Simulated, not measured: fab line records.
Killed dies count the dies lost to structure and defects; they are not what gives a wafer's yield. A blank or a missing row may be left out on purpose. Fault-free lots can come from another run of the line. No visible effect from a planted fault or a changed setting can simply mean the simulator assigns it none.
Matching of chambers | flow n5-finfet | N5_FIN_SAQP_ETCH_69 on rie-diel-05: 4 sister chambers
The step etches SOC in N2/H2, stops on SiNx, target depth 150 nm. 4 wafers are shown with their chamber, then 10 later ones without.

## WAFERS, EACH WITH ITS CHAMBER
wafer  | chamber | throttle-valve-pct (%)
L083.5 | 3       | 17.77
L086.5 | 0       | 18.07
L089.2 | 1       | 17.75
L089.4 | 2       | 17.62

## WAFERS WITHOUT THEIR CHAMBER
wafer  | throttle-valve-pct (%)
L089.5 | 18.07
L091.1 | 18.09
L091.2 | 17.64
L091.4 | 17.80
L094.2 | 17.82
L094.4 | 17.66
L094.5 | 18.09
L095.1 | 18.12
L095.3 | 17.76
L095.6 | 17.76

## WHICH CHAMBER EACH ONE RAN IN
wafer  | from the rows above     | in truth
L089.5 | 0                       | 0
L091.1 | 0                       | 0
L091.2 | 2                       | 2
L091.4 | can't be placed: 3 or 1 | 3
L094.2 | can't be placed: 3 or 1 | 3
L094.4 | can't be placed: 2 or 1 | 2
L094.5 | 0                       | 0
L095.1 | 0                       | 0
L095.3 | can't be placed: 3 or 1 | 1
L095.6 | can't be placed: 3 or 1 | 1
Correct placement for 5 of the 10. Unplaceable from these rows: 5, with the true chamber sitting among the candidates in 5. Placed wrongly: 0.
How it was worked out, from the rows above alone: a wafer's distance from a chamber is the root of the sum, over the readings, of the square of ((its reading less the chamber's mean) divided by the reading's scatter). If the next closest chamber is less than 2 further off than the closest, the wafer can't be placed; otherwise it belongs to the closest. The mean given for a chamber averages the wafers shown for that chamber. The scatter (one wafer shown for each chamber): square how far every hidden wafer sits from the nearest shown wafer, average those squares and take the square root.
